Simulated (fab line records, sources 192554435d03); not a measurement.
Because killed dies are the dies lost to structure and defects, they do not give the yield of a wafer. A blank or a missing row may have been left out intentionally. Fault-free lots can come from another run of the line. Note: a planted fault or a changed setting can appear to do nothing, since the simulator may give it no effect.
fab line records	flow n5-finfet
[record] lots = 7	wafers = 21
route steps=1938 shown BEOL_M11@1578 BEOL_M13@1662 BEOL_M15@1787 MIM_BOT@1833 MIM_TOP@1838 TV_OPEN@1888 PASSIVATION@1929
start-h: hours from the record's opening day to when the first of the lot's shown wafers began	wait-h: hours since the lot's step before	" repeats the value in the row above	L1.1+2: a row that stands for several wafers	- value missing, or start not given	* or withheld: withheld	< > ~ a bound
route shown NAME@n: NAME is a module with steps in the file, n the number in the route of the first one	usual: the fault-free wafers' mean and standard deviation	same: alike in all rows	chamber/n: place in a boat	sites: readings site by site	_std_site: the standard deviation of these	_edge_site: the outer-site mean with the inner-site mean subtracted	radius-mm: for every site, how far away it sits from the centre of the wafer	mask NAME#n: copy n	behind: the most recent tool/chamber to have shaped the wafer	hold: cause of the lot's hold/its duration in hours/its outcome	device: names the non-switching transistor (n, p or np)	end of line: tests run on the same wafers once the route is complete	for a step that has no rows: nothing shown but its recipe	killed: count of dies lost to structure and defects at first sort (not the wafer's yield)	map: the dies of a wafer, with x for killed, . for not killed, _ for no die there
set.NAME: setting as actually run; set.NAME@STEP: the setting as run at that earlier step	model.NAME: the simulator's own value behind a step, which no gauge read
lots where settings were altered on purpose, with a table for each step and a row for each wafer
[[steps]]
[step N5_BEOL_M11_TRENCH_ETCH_37]
[recipe] chemistry = C4F6/O2	target-depth-a = 1488.3	target = SiCOH_lowk	time-s = 48	ion-energy-ev = 250	pressure-mtorr = 30	source-w = 345	bias-w = 185	Ar_flow_sccm = 300	C4F6_flow_sccm = 10	O2_flow_sccm = 10
lot.wafer	tool	chamber	start-h	wait-h	set.time-s	model.etch.depth-nm	model.BEOL_M11.feature-depth-nm
L074.4	rie-diel-06	0	-	-	48	150.8	150.8
L074.5	"	1	"	"	48	150.6	150.6
L074.6	"	2	"	"	48	150	150
L077.4	rie-diel-04	3	-	-	48	149.2	149.2
L077.5	"	2	"	"	41.25	126.3	126.4
L077.6	"	1	"	"	41.25	127.5	127.4
L083.2	rie-diel-05	1	-	-	48	145.3	145.2
L083.3	"	0	"	"	48	147.3	147.4
L083.6	"	2	"	"	48	144.2	144.2
L087.2	rie-diel-04	2	-	-	41.55	128	128
L087.3	"	3	"	"	48	149.6	149.6
L087.4	"	0	"	"	41.55	128.1	128.2
L095.1	rie-diel-05	1	-	-	48	144.6	144.6
L095.3	"	2	"	"	41.66	125	125
L095.5	"	1	"	"	41.66	125.6	125.6
L096.3	rie-diel-05	1	-	-	48	144.7	144.8
L096.4	"	3	"	"	48	147.6	147.6
L096.5	"	3	"	"	48	146.7	146.6
L097.2	rie-diel-06	2	-	-	48	149.8	149.8
L097.3	"	0	"	"	48	150.5	150.6
L097.6	"	0	"	"	57.3	179	179
[step N5_BEOL_M11_ETCH_41]
[recipe] chemistry = CH3F/O2	target = SiCN	target-depth-a = 426	taper-deg = 2	time-s = 86	ion-energy-ev = 120	mask-material = TiN	pressure-mtorr = 30	source-w = 395	bias-w = 75	Ar_flow_sccm = 150	CH3F_flow_sccm = 30	O2_flow_sccm = 20
[step N5_BEOL_M11_STRIP_77]
[recipe] chemistry = N2/H2	time-s = 10	power-w = 450	temp-c = 40	pressure-mtorr = 20	rf-frequency-hz = 6e+07	bias-power-w = 7	n2-flow-sccm = 200	h2-flow-sccm = 200
[step N5_BEOL_M11_OCD_MEAS_38]
[usual] trench-depth-nm = 148.1/2.3
lot.wafer	tool	chamber	start-h	wait-h	set.time-s@BEOL_M11_TRENCH_ETCH_37	trench-depth-nm
L074.4	ocd-02	-	228.78	-	48	151.1
L074.5	"	-	"	"	48	150.4
L074.6	"	-	"	"	48	149.7
L077.4	ocd-01	-	242.62	-	48	149.2
L077.5	"	-	"	"	41.25	126.4
L077.6	"	-	"	"	41.25	127.5
L083.2	ocd-02	-	303.08	-	48	145.2
L083.3	"	-	"	"	48	147.8
L083.6	"	-	"	"	48	144.3
L087.2	ocd-02	-	315.05	-	41.55	128.1
L087.3	"	-	"	"	48	149.6
L087.4	"	-	"	"	41.55	127.8
L095.1	ocd-02	-	376.10	-	48	144.0
L095.3	"	-	"	"	41.66	124.9
L095.5	"	-	"	"	41.66	125.7
L096.3	ocd-01	-	379.92	-	48	144.6
L096.4	"	-	"	"	48	147.7
L096.5	"	-	"	"	48	146.8
L097.2	ocd-02	-	383.72	-	48	150.3
L097.3	"	-	"	"	48	150.4
L097.6	"	-	"	"	57.3	179.5
[step N5_BEOL_M11_CURE_72]
[recipe] temp-c = 370	time-s = 120	ambient = DMADMS/He	material = SiCOH_lowk
lot.wafer	tool	chamber	start-h	wait-h	set.time-s
L074.4+5+6	uv-cure-02	1	229.13	0.2	120
L077.4+6	uv-cure-03	2	243.11	0.3	102.6
L077.5	"	2	"	"	120
L083.2+6	uv-cure-01	0	303.47	0.2	133.7
L083.3	"	0	"	"	120
L087.2+3+4	uv-cure-03	1	315.34	0.1	120
L095.1+5	uv-cure-01	2	377.51	1.3	127.4
L095.3	"	2	"	"	120
L096.3	uv-cure-03	2	380.64	0.6	120
L096.4+5	"	2	"	"	131.7
L097.2+6	uv-cure-01	1	383.97	0.1	120
L097.3	"	1	"	"	138.4
[step N5_BEOL_M11_DEGAS_44]
[recipe] ambient = vacuum	temp-c = 250	time-s = 60
[step N5_BEOL_M11_PRE_CLEAN_45]
[recipe] gas = H2/He	time-s = 30	temp-c = 250
[step N5_BEOL_M11_ECD_50]
[recipe] material = Cu	target-thk-a = 3180
[step N5_BEOL_M11_ANNEAL_51]
[recipe] temp-c = 225	time-s = 90	ambient = N2
[step N5_BEOL_M11_CMP_52]
[recipe] stop-on = SiCOH_lowk	t-overpolish-s = 7	down-force-psi = 1	platen-rpm = 50	clearing-platen-down-force-psi = 1.5	clearing-platen-rpm = 50	post-cmp-clean = cu-alkaline	target-thk-nm = 140	clearing-platen-pad-velocity-m-s = 0.99484	pad-velocity-m-s = 0.99484
lot.wafer	tool	chamber	start-h	wait-h	set.time-s@BEOL_M11_TRENCH_ETCH_37	model.Cu_of_BEOL_M11_ECD_50.thk-nm
L074.4	cmp-02	2	231.02	0.2	48	140.6
L074.5	"	0	"	"	48	140
L074.6	"	1	"	"	48	139
L077.4	cmp-01	0	245.79	0.2	48	140.6
L077.6	"	1	"	"	41.25	118.4
L077.5	"	2	"	"	41.25	114.8
L083.2+3	cmp-04	1,3	306.02	0.3	48	139.6
L083.6	"	0	"	"	48	136
L087.4	cmp-04	0	317.44	0.1	41.55	118.4
L087.3	"	2	"	"	48	139.4
L087.2	"	3	"	"	41.55	118.2
L095.1	cmp-01	3	379.29	0.3	48	137.6
L095.3	"	2	"	"	41.66	116.2
L095.5	"	0	"	"	41.66	119.2
L096.3	cmp-02	2	382.25	0.2	48	136.4
L096.4	"	1	"	"	48	138.2
L096.5	"	3	"	"	48	137
L097.2	cmp-04	3	389.08	0.2	48	141.4
L097.3	"	0	"	"	48	141
L097.6	"	2	"	"	57.3	169.6
[step N5_BEOL_M11_THK_MEAS_53]
[recipe] thk-meas-gauge = xrf	reads = Cu_of_BEOL_M11_ECD_50
[usual] M11_THK = 139.5/2.5
lot.wafer	tool	chamber	start-h	wait-h	set.time-s@BEOL_M11_TRENCH_ETCH_37	M11_THK[nm]
L074.4	film-metro-01	-	231.24	-	48	141.5
L074.5	"	-	"	"	48	140.8
L074.6	"	-	"	"	48	140.3
L077.4	film-metro-02	-	245.97	-	48	141.1
L077.5	"	-	"	"	41.25	115.6
L077.6	"	-	"	"	41.25	118.7
L083.2	film-metro-01	-	306.28	-	48	140.0
L083.3	"	-	"	"	48	140.5
L083.6	"	-	"	"	48	136.4
L087.2	film-metro-02	-	317.74	-	41.55	119.1
L087.3	"	-	"	"	48	140.6
L087.4	"	-	"	"	41.55	120.3
L095.1	film-metro-02	-	379.58	-	48	137.7
L095.3	"	-	"	"	41.66	116.3
L095.5	"	-	"	"	41.66	119.2
L096.3	film-metro-01	-	382.55	-	48	137.2
L096.4	"	-	"	"	48	138.8
L096.5	"	-	"	"	48	137.7
L097.2	film-metro-01	-	389.34	-	48	142.3
L097.3	"	-	"	"	48	141.2
L097.6	"	-	"	"	57.3	170.1
[step N5_BEOL_M11_PRE_CLEAN_55]
[recipe] gas = NH3	time-s = 15	temp-c = withheld	rf-power-w = 300
[step N5_BEOL_M11_DEP_56]
[recipe] material = SiCN	target-thk-a = 300	temp-c = withheld	precursor = 3MS/NH3	pressure-torr = 3	rf-w = 675	time-s = 10.5
[step N5_BEOL_M11_RS_MEAS_57]
[recipe] thk-meas-gauge = four-point-probe	reads = Cu_of_BEOL_M11_ECD_50+Co_of_BEOL_M11_CVD_75+TaN_of_BEOL_M11_ALD_74
[usual] M11_RS = 0.1522/0.0029
lot.wafer	tool	chamber	start-h	wait-h	set.time-s@BEOL_M11_TRENCH_ETCH_37	M11_RS[ohm/sq]
L074.4	film-metro-02	-	231.37	0.0	48	0.1502
L074.5	"	-	"	"	48	0.1508
L074.6	"	-	"	"	48	0.1519
L077.4	film-metro-02	-	246.09	0.0	48	0.1506
L077.5	"	-	"	"	41.25	0.1880
L077.6	"	-	"	"	41.25	0.1817
L083.2	film-metro-02	-	306.40	0.0	48	0.1510
L083.3	"	-	"	"	48	0.1514
L083.6	"	-	"	"	48	0.1559
L087.2	film-metro-02	-	317.86	0.0	41.55	0.1823
L087.3	"	-	"	"	48	0.1515
L087.4	"	-	"	"	41.55	0.1814
L095.1	film-metro-01	-	379.77	0.1	48	0.1539
L095.3	"	-	"	"	41.66	0.1854
L095.5	"	-	"	"	41.66	0.1805
L096.3	film-metro-02	-	382.68	0.0	48	0.1552
L096.4	"	-	"	"	48	0.1531
L096.5	"	-	"	"	48	0.1546
L097.2	film-metro-01	-	389.46	0.0	48	0.1489
L097.3	"	-	"	"	48	0.1497
L097.6	"	-	"	"	57.3	0.1221
[step N5_BEOL_M13_COAT_04]
[recipe] spin-rpm = 1625	resist-thk-nm = 400
lot.wafer	tool	chamber	start-h	wait-h	set.spin-rpm	model.coat_of_BEOL_M13_COAT_04.thk-nm
L074.4+6	litho-track-04	0	-	-	1625	400.8
L074.5	"	0	"	"	1625	400.2
L077.4	litho-track-02	0	-	-	1450	425.2
L077.5	"	0	"	"	1625	402.8
L077.6	"	0	"	"	1450	427
L083.2	litho-track-01	0	-	-	1625	401.6
L083.3	"	0	"	"	1625	401.4
L083.6	"	0	"	"	1625	401
L087.2	litho-track-01	0	-	-	1625	400.8
L087.3	"	0	"	"	1676	394.4
L087.4	"	0	"	"	1676	393.8
L095.1	litho-track-01	0	-	-	1444	424.2
L095.3	"	0	"	"	1625	398.2
L095.5	"	0	"	"	1625	400.6
L096.3	litho-track-02	0	-	-	1625	399.6
L096.4	"	0	"	"	1625	400.4
L096.5	"	0	"	"	1570	407.4
L097.2	litho-track-02	0	-	-	1625	401.8
L097.3	"	0	"	"	1723	390.4
L097.6	"	0	"	"	1723	391.4
[step N5_BEOL_M13_ETCH_59]
[recipe] chemistry = N2/H2	target = BARC	target-depth-a = 890	overetch-a = 267	time-s = 67.9	ion-energy-ev = 200	pressure-mtorr = 30	source-w = 840	bias-w = 150	n2-flow-sccm = 200	h2-flow-sccm = 200
lot.wafer	tool	chamber	start-h	wait-h	set.time-s	set.spin-rpm@BEOL_M13_COAT_04	model.coat_of_BEOL_M13_COAT_04.thk-nm
L074.4	rie-diel-04	1	240.20	0.0	67.9	1625	318.8
L074.5	"	0	"	"	67.9	1625	318.2
L074.6	"	3	"	"	67.9	1625	316.2
L077.4	rie-diel-06	1	253.33	0.0	58.34	1450	351
L077.5	"	2	"	"	67.9	1625	320.2
L077.6	"	1	"	"	67.9	1450	344
L083.2	rie-diel-05	2	314.00	0.0	79.27	1625	310.8
L083.3	"	1	"	"	67.9	1625	320.4
L083.6	"	0	"	"	67.9	1625	319
L087.2	rie-diel-04	1	324.55	0.0	67.9	1625	317.4
L087.3	"	3	"	"	59.91	1676	318.4
L087.4	"	3	"	"	67.9	1676	310.2
L095.1	rie-diel-04	2	384.47	0.0	74.43	1444	334.8
L095.3	"	1	"	"	67.9	1625	315.8
L095.5	"	0	"	"	67.9	1625	319.2
L096.3	rie-diel-05	1	390.60	0.0	80.77	1625	308.6
L096.4	"	3	"	"	80.77	1625	306.4
L096.5	"	2	"	"	67.9	1570	327.8
L097.2	rie-diel-04	2	396.26	0.0	52.72	1625	332.8
L097.3	"	3	"	"	52.72	1723	321.6
L097.6	"	0	"	"	67.9	1723	309
[step N5_BEOL_M13_SPUTTER_43]
[recipe] material = TaN	target-thk-a = 150	temp-c = 50	bias-v = 168.6	power-w = 15000	chamber-pressure-pa = 0.12	time-s = 24.19
lot.wafer	tool	chamber	start-h	wait-h	set.time-s	model.TaN_of_BEOL_M13_SPUTTER_43.thk-nm
L074.4	pvd-sputter-03	-	243.75	0.0	24.19	15.2
L074.5+6	"	-	"	"	24.19	15
L077.4	pvd-sputter-02	-	257.95	0.0	24.19	14.8
L077.5+6	"	-	"	"	24.19	14.6
L083.2	pvd-sputter-03	-	320.35	0.0	21.22	13.4
L083.3+6	"	-	"	"	24.19	15.2
L087.2	pvd-sputter-02	-	331.72	0.0	25.37	15.8
L087.3	"	-	"	"	25.37	15.6
L087.4	"	-	"	"	24.19	14.8
L095.1+3	pvd-sputter-01	-	389.48	0.0	24.19	15.2
L095.5	"	-	"	"	22.64	14.2
L096.3+4	pvd-sputter-01	-	396.14	0.0	24.19	15
L096.5	"	-	"	"	24.19	15.2
L097.2+6	pvd-sputter-01	-	398.56	0.0	24.19	15
L097.3	"	-	"	"	24.19	14.8
[step N5_BEOL_M15_ETCH_59]
[recipe] chemistry = N2/H2	target = BARC	target-depth-a = 890	overetch-a = 267	time-s = 67.9	ion-energy-ev = 200	pressure-mtorr = 30	source-w = 840	bias-w = 150	n2-flow-sccm = 200	h2-flow-sccm = 200
lot.wafer	tool	chamber	start-h	wait-h	set.time-s	model.coat_of_BEOL_M15_COAT_04.thk-nm
L074.4+6	rie-diel-04	2,0	250.83	0.0	67.9	718.8
L074.5	"	3	"	"	67.9	716.6
L077.4	rie-diel-04	3	271.42	0.0	67.9	713
L077.5	"	1	"	"	67.9	714.6
L077.6	"	2	"	"	67.9	717.2
L083.2+3	rie-diel-06	2,1	327.89	0.0	58.81	729.2
L083.6	"	1	"	"	67.9	718.6
L087.2	rie-diel-05	0	338.46	0.0	53.67	736.2
L087.3	"	1	"	"	67.9	721.4
L087.4	"	3	"	"	53.67	733.2
L095.1	rie-diel-05	0	397.77	0.0	67.9	719.6
L095.3	"	2	"	"	62.25	727.6
L095.5	"	0	"	"	67.9	720.6
L096.3+5	rie-diel-04	1	402.92	0.0	58.42	725.6
L096.4	"	0	"	"	58.42	728.6
L097.2	rie-diel-04	0	405.84	0.0	67.9	720.4
L097.3	"	1	"	"	67.9	717.8
L097.6	"	0	"	"	67.9	724
[step N5_BEOL_M15_COAT_56]
[recipe] resist = SOC	temp-c = 250	time-s = 60	spin-rpm = 1500	resist-thk-nm = 550
lot.wafer	tool	chamber	start-h	wait-h	set.spin-rpm	model.SOC_of_BEOL_M15_COAT_56.thk-nm
L074.4+6	litho-track-02	0	251.34	0.0	1500	549.4
L074.5	"	0	"	"	1500	549.8
L077.4	litho-track-01	0	271.93	0.0	1500	550.4
L077.5	"	0	"	"	1398	567.8
L077.6	"	0	"	"	1398	568.6
L083.2	litho-track-03	0	328.40	0.0	1402	568.2
L083.3	"	0	"	"	1402	567.8
L083.6	"	0	"	"	1500	552.8
L087.2	litho-track-03	0	338.96	0.0	1500	549.4
L087.3	"	0	"	"	1619	529.2
L087.4	"	0	"	"	1619	528.8
L095.1	litho-track-03	0	398.26	0.0	1500	546
L095.3	"	0	"	"	1500	547.6
L095.5	"	0	"	"	1500	544.8
L096.3	litho-track-03	0	403.43	0.0	1500	551.2
L096.4	"	0	"	"	1500	550.4
L096.5	"	0	"	"	1500	550.8
L097.2	litho-track-01	0	406.34	0.0	1500	553.4
L097.3	"	0	"	"	1500	551.2
L097.6	"	0	"	"	1569	540.4
[step N5_MIM_BOT_SPUTTER_00]
[recipe] material = TiN	target-thk-a = 350	temp-c = 200	power-w = 3000	chamber-pressure-pa = 0.49996	gas = Ar	reactive-partial-pa = 0.37997	time-s = 89.7
lot.wafer	tool	chamber	start-h	wait-h	set.time-s	model.TiN_of_MIM_BOT_SPUTTER_00.thk-nm
L074.4+5	pvd-sputter-01	-	258.45	0.0	89.7	35
L074.6	"	-	"	"	89.7	35.2
L077.4	pvd-sputter-01	-	277.97	0.0	89.7	35
L077.5	"	-	"	"	102.5	40.4
L077.6	"	-	"	"	89.7	34.8
L083.2	pvd-sputter-03	-	339.30	0.0	89.7	35.6
L083.3	"	-	"	"	89.7	35.8
L083.6	"	-	"	"	89.7	36
L087.2	pvd-sputter-02	-	345.76	0.0	83.42	32.4
L087.3	"	-	"	"	83.42	32.6
L087.4	"	-	"	"	89.7	35
L095.1	pvd-sputter-01	-	403.75	0.0	94.52	36.6
L095.3	"	-	"	"	94.52	36.4
L095.5	"	-	"	"	94.52	37
L096.3	pvd-sputter-02	-	411.76	0.0	89.7	35
L096.4	"	-	"	"	82.44	32.8
L096.5	"	-	"	"	89.7	35.8
L097.2+3	pvd-sputter-01	-	411.87	0.0	89.7	35
L097.6	"	-	"	"	89.7	34.2
[step N5_MIM_TOP_SPUTTER_03]
[recipe] material = TiN	target-thk-a = 350	temp-c = 200	power-w = 3000	chamber-pressure-pa = 0.49996	gas = Ar	reactive-partial-pa = 0.37997	time-s = 89.7
lot.wafer	tool	chamber	start-h	wait-h	set.power-w	model.TiN_of_MIM_TOP_SPUTTER_03.thk-nm
L074.4	pvd-sputter-03	-	260.21	0.0	3000	34.4
L074.5+6	"	-	"	"	3000	35
L077.4	pvd-sputter-01	-	278.56	0.0	3000	34.8
L077.5+6	"	-	"	"	3000	35.6
L083.2+6	pvd-sputter-02	-	342.14	0.0	3000	35
L083.3	"	-	"	"	3000	35.6
L087.2	pvd-sputter-03	-	346.36	0.0	3000	35
L087.3	"	-	"	"	3000	34.4
L087.4	"	-	"	"	3000	34.8
L095.1	pvd-sputter-01	-	404.35	0.0	3313	38
L095.3	"	-	"	"	3000	34.4
L095.5	"	-	"	"	3313	38.4
L096.3	pvd-sputter-02	-	412.84	0.0	3000	35.8
L096.4	"	-	"	"	2646	31.4
L096.5	"	-	"	"	2646	31.8
L097.2	pvd-sputter-02	-	412.96	0.0	3000	35.4
L097.3	"	-	"	"	3000	35
L097.6	"	-	"	"	3000	36
[step N5_PASSIVATION_VIA_ETCH_13]
[recipe] chemistry = CHF3/O2	target = SiO2	target-depth-a = 6600	CHF3_flow_sccm = 50	O2_flow_sccm = 5	Ar_flow_sccm = 200	time-s = 330	mask-material = PR	pressure-mtorr = 30	source-w = 650	bias-w = 170	ion-energy-ev = 200	ends = cleared
[usual] etch-rf-on-time-s = 237/5.1	rf-vpp-V = 525/7.6
lot.wafer	tool	chamber	start-h	wait-h	set.source-w	etch-rf-on-time-s	rf-vpp-V
L074.4	rie-diel-06	0	263.27	0.0	650	228	527
L074.5	"	2	"	"	650	229	531
L074.6	"	3	"	"	650	238	525
L077.4	rie-diel-04	1	282.98	0.0	650	237	530
L077.5	"	3	"	"	650	239	516
L077.6	"	0	"	"	650	246	513
L083.2	rie-diel-04	2	345.32	0.0	603.2	239	556
L083.3	"	1	"	"	603.2	239	549
L083.6	"	1	"	"	650	235	529
L087.2	rie-diel-05	3	353.42	0.0	650	229	525
L087.3	"	0	"	"	650	235	519
L087.4	"	2	"	"	555	255	554
L095.1	rie-diel-06	3	407.35	0.0	615.9	245	539
L095.3	"	1	"	"	615.9	236	551
L095.5	"	3	"	"	650	243	526
L096.3	rie-diel-06	1	417.23	0.0	650	230	537
L096.4	"	0	"	"	552.5	252	571
L096.5	"	2	"	"	552.5	253	575
L097.2	rie-diel-04	1	417.54	0.0	745.2	218	495
L097.3	"	2	"	"	745.2	223	500
L097.6	"	1	"	"	650	236	530
[step N5_PASSIVATION_PASS_ETCH_47]
[recipe] chemistry = CF4/O2	target = SiNx	target-depth-a = 7700	time-s = 385	ion-energy-ev = 100	pressure-mtorr = 40	source-w = 535	bias-w = 49	Ar_flow_sccm = 100	cf4-flow-sccm = 100	O2_flow_sccm = 10
lot.wafer	tool	chamber	start-h	wait-h	set.time-s	model.etch.depth-nm
L074.4	rie-diel-02	3	266.66	0.0	385	730.6
L074.5	"	2	"	"	385	766.9
L074.6	"	1	"	"	385	794.1
L077.4	rie-diel-01	2	286.86	0.0	321	664.3
L077.5	"	3	"	"	321	648.6
L077.6	"	0	"	"	385	810.8
L083.2	rie-diel-01	2	348.62	0.0	385	797.9
L083.3	"	3	"	"	385	776.3
L083.6	"	3	"	"	453.2	917
L087.2	rie-diel-02	2	357.43	0.0	385	758.9
L087.3	"	0	"	"	308.1	624.4
L087.4	"	1	"	"	385	789.8
L095.1	rie-diel-01	1	411.06	0.0	385	801.9
L095.3	"	0	"	"	445.2	921.3
L095.5	"	1	"	"	445.2	929.6
L096.3	rie-diel-01	2	421.10	0.0	385	785.5
L096.4	"	1	"	"	385	795.3
L096.5	"	2	"	"	385	793.1
L097.2	rie-diel-03	1	421.30	0.0	385	764.3
L097.3	"	2	"	"	385	764.2
L097.6	"	1	"	"	385	764.5
[step N5_PASSIVATION_ETCH_54]
[recipe] chemistry = CHF3/O2	target = SiO2	target-depth-a = 8800	CHF3_flow_sccm = 50	O2_flow_sccm = 5	Ar_flow_sccm = 200	time-s = 440	mask-material = PR	pressure-mtorr = 30	source-w = 650	bias-w = 170	ion-energy-ev = 200
lot.wafer	tool	chamber	start-h	wait-h	set.source-w	model.PASSIVATION.feature-depth-nm	model.etch.depth-nm
L074.4	rie-diel-02	3	266.89	0.1	650	860	860.1
L074.5	"	2	"	"	650	888.2	888.2
L074.6	"	1	"	"	650	907.8	907.7
L077.4	rie-diel-01	2	287.08	0.1	650	896.6	896.5
L077.5	"	3	"	"	563.1	838.4	838.4
L077.6	"	0	"	"	563.1	859.2	859.1
L083.2	rie-diel-01	2	348.85	0.1	726.4	950.2	950.1
L083.3	"	3	"	"	650	891.6	891.6
L083.6	"	3	"	"	726.4	927.8	927.9
L087.2	rie-diel-02	2	357.65	0.1	613.6	842.2	842.1
L087.3	"	0	"	"	613.6	857.6	857.7
L087.4	"	1	"	"	650	898	897.9
L095.1	rie-diel-01	1	411.28	0.1	728.8	937.4	937.4
L095.3	"	0	"	"	650	894	894.1
L095.5	"	1	"	"	728.8	929.8	929.8
L096.3	rie-diel-01	2	421.32	0.1	650	887.2	887.2
L096.4	"	1	"	"	650	886	886
L096.5	"	2	"	"	578.6	844.6	844.6
L097.2	rie-diel-03	1	421.52	0.1	650	861.2	861.2
L097.3	"	2	"	"	728.8	909.6	909.6
L097.6	"	1	"	"	728.8	900.2	900.2
[[key]]
[split] step = N5_BEOL_M11_TRENCH_ETCH_37	setting = time-s	stated = 48	by = wafer
[response] step = N5_BEOL_M11_TRENCH_ETCH_37	reading = model.etch.depth-nm	change = +1.53	per = 1%	r = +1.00
[response] step = N5_BEOL_M11_TRENCH_ETCH_37	reading = model.BEOL_M11.feature-depth-nm	change = +1.52	per = 1%	r = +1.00
[response] step = N5_BEOL_M11_OCD_MEAS_38	reading = trench-depth-nm	change = +1.52	per = 1%	r = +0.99
[response] step = N5_BEOL_M11_CMP_52	reading = model.Cu_of_BEOL_M11_ECD_50.thk-nm	change = +1.55	per = 1%	r = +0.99
[response] step = N5_BEOL_M11_THK_MEAS_53	reading = M11_THK	change = +1.54	per = 1%	r = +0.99
[response] step = N5_BEOL_M11_RS_MEAS_57	reading = M11_RS	change = -0.00194	per = 1%	r = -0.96
[split] step = N5_BEOL_M11_CURE_72	setting = time-s	stated = 120	by = wafer
response none clear
[split] step = N5_BEOL_M13_COAT_04	setting = spin-rpm	stated = 1625	by = wafer
[response] step = N5_BEOL_M13_COAT_04	reading = model.coat_of_BEOL_M13_COAT_04.thk-nm	change = -2.15	per = 1%	r = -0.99
[response] step = N5_BEOL_M13_ETCH_59	reading = model.coat_of_BEOL_M13_COAT_04.thk-nm	change = -2.25	per = 1%	r = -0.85
[split] step = N5_BEOL_M13_ETCH_59	setting = time-s	stated = 67.9	by = wafer
[response] step = N5_BEOL_M13_ETCH_59	reading = model.coat_of_BEOL_M13_COAT_04.thk-nm	slope = -0.589	per = 1%	together-with = spin-rpm@BEOL_M13_COAT_04	explained = 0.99
[split] step = N5_BEOL_M13_SPUTTER_43	setting = time-s	stated = 24.19	by = wafer
[response] step = N5_BEOL_M13_SPUTTER_43	reading = model.TaN_of_BEOL_M13_SPUTTER_43.thk-nm	change = +0.153	per = 1%	r = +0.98
[split] step = N5_BEOL_M15_ETCH_59	setting = time-s	stated = 67.9	by = wafer
[response] step = N5_BEOL_M15_ETCH_59	reading = model.coat_of_BEOL_M15_COAT_04.thk-nm	change = -0.702	per = 1%	r = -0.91
[split] step = N5_BEOL_M15_COAT_56	setting = spin-rpm	stated = 1500	by = wafer
[response] step = N5_BEOL_M15_COAT_56	reading = model.SOC_of_BEOL_M15_COAT_56.thk-nm	change = -2.53	per = 1%	r = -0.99
[split] step = N5_MIM_BOT_SPUTTER_00	setting = time-s	stated = 89.7	by = wafer
[response] step = N5_MIM_BOT_SPUTTER_00	reading = model.TiN_of_MIM_BOT_SPUTTER_00.thk-nm	change = +0.368	per = 1%	r = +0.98
[split] step = N5_MIM_TOP_SPUTTER_03	setting = power-w	stated = 3000	by = wafer
[response] step = N5_MIM_TOP_SPUTTER_03	reading = model.TiN_of_MIM_TOP_SPUTTER_03.thk-nm	change = +0.36	per = 1%	r = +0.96
[split] step = N5_PASSIVATION_VIA_ETCH_13	setting = source-w	stated = 650	by = wafer
[response] step = N5_PASSIVATION_VIA_ETCH_13	reading = etch-rf-on-time-s	change = *	per = 1%	r = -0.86
[response] step = N5_PASSIVATION_VIA_ETCH_13	reading = rf-vpp-V	change = -2.37	per = 1%	r = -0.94
[split] step = N5_PASSIVATION_PASS_ETCH_47	setting = time-s	stated = 385	by = wafer
[response] step = N5_PASSIVATION_PASS_ETCH_47	reading = model.etch.depth-nm	change = +7.94	per = 1%	r = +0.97
[split] step = N5_PASSIVATION_ETCH_54	setting = source-w	stated = 650	by = wafer
[response] step = N5_PASSIVATION_ETCH_54	reading = model.PASSIVATION.feature-depth-nm	change = +3.85	per = 1%	r = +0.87
[response] step = N5_PASSIVATION_ETCH_54	reading = model.etch.depth-nm	change = +3.85	per = 1%	r = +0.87
